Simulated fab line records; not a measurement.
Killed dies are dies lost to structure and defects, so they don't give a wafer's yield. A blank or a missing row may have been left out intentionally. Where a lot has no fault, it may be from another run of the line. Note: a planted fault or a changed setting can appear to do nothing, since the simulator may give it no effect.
Problem report, 8D (eight disciplines) form, completed by code ; flow nand-harc ; the parts of the form that need people (team, actions taken, sign-off) are left out

1. WHAT IS WRONG
Mean of run-length-s at NHARC_A_DECK1_JOINT_ETCHBACK_00: 36.2 s across 2 wafers in 2 lots; on wafers with no fault it is 38.6 s (standard deviation 0.48). Relative to the usual mean, that is a shift of -5.1 standard deviations.
The step: etches the open film in HBr, target depth 30 nm, time 17.4 s.
Earliest sighting: wafer L955.3 on rie-si-05 at day 16 20:25. At this step, 34 wafers from 12 lots have a number in the record. The rule behind "out" and "out of limits": a value lying over 4 standard deviations away from the usual mean. Any other wafer with a number is counted as sound.

2. WHAT THIS IS AND IS NOT
question;is;is not
which readings at this step;run-length-s;chamber-pressure-mTorr, drypump-motor-current-A, oes-product-au, throttle-valve-pct
which lots;L955, L958;L940, L941, L942, L943, L945, L948, L953, L959, L960, L962
which wafers of those lots;L955.3, L958.3;L955.6, L958.4
read on which tools;rie-si-05;rie-si-03, rie-si-06
when;from day 16 20:25;"up to then (22 sound wafers); but 10 sound wafers of L958, L959, L960, L962 came after"

3. SUSPECTS, AND WHAT RULES EACH OUT
Counting: any tool at a process step up to the reading remains a suspect provided it ran every lot that is out. Sound lots after the first of them don't rule it out here, since some wafers of a struck lot are sound.
- har-etch-01 at NHARC_A_CHANNEL_HOLE_D1_ETCH_20 (etches the open film in C4F8/O2/Ar, time 361.9 s, target depth 1600 nm): kept. Every lot that is out went through it, the first being L955 (day 14 04:15); the last sound lot it ran before that was L953 (day 13 14:46).
- ald-sin-batch-02 at NHARC_A_CHANNEL_FILL_D1_ALD_03 (deposits SiNx, target thk 6 nm, pulse time 60 s, ald cycles 58): kept. Every lot that is out went through it, the first being L955 (day 16 20:25); the last sound lot it ran before that was L942 (day 12 18:26). NHARC_A_CHANNEL_FILL_D1_ALD_03 gives no start for some lots, so the hours and the order of its lots are those of NHARC_A_DECK1_JOINT_ETCHBACK_00.
- rie-si-05 at NHARC_A_DECK1_JOINT_ETCHBACK_00 (etches the open film in HBr, target depth 30 nm, time 17.4 s): kept. Every lot that is out went through it, the first being L955 (day 16 20:25); the last sound lot it ran before that was L953 (day 16 07:41). Its own readings are out on those wafers: run-length-s.
- Within har-etch-01 at NHARC_A_CHANNEL_HOLE_D1_ETCH_20: the wafers that are out ran in chamber 1; their sound lot-mates ran in chamber 0.
Still standing after the count: har-etch-01 at NHARC_A_CHANNEL_HOLE_D1_ETCH_20, ald-sin-batch-02 at NHARC_A_CHANNEL_FILL_D1_ALD_03, rie-si-05 at NHARC_A_DECK1_JOINT_ETCHBACK_00.

4. THE CAUSE (what the simulator had put in)
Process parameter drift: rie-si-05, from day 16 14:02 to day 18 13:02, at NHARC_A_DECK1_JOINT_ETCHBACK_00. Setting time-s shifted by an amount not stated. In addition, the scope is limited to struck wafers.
Counting left 3 suspects, and this tool is among them.

5. SEQUENCE OF EFFECTS, ordered by route
Each row: a reading where the mean over the struck wafers with a number is more than 3 standard deviations away from the usual. Readings are gone through only where the record gives a usual standard deviation; hours: the median, over the lots, of the time from a lot's start at the first step in this table giving one to that lot's start at this step; sigmas: the change measured in usual standard deviations.
hours;step;reading;usual;on struck wafers;change;sigmas
0;NHARC_A_DECK1_JOINT_ETCHBACK_00;run-length-s;38.6 s;36.2;-2.4;-5.1
Process steps it contains:
- NHARC_A_DECK1_JOINT_ETCHBACK_00: etches the open film in HBr, target depth 30 nm, time 17.4 s.
Readings that are blank on the struck wafers while sound wafers have them: rf-fwd-power-W at NHARC_A_DECK1_JOINT_ETCHBACK_00.

6. WHAT WOULD HAVE CAUGHT IT SOONER
First out-of-limits reading in this record: day 16 20:25, which is 6 hours after fault onset at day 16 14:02.
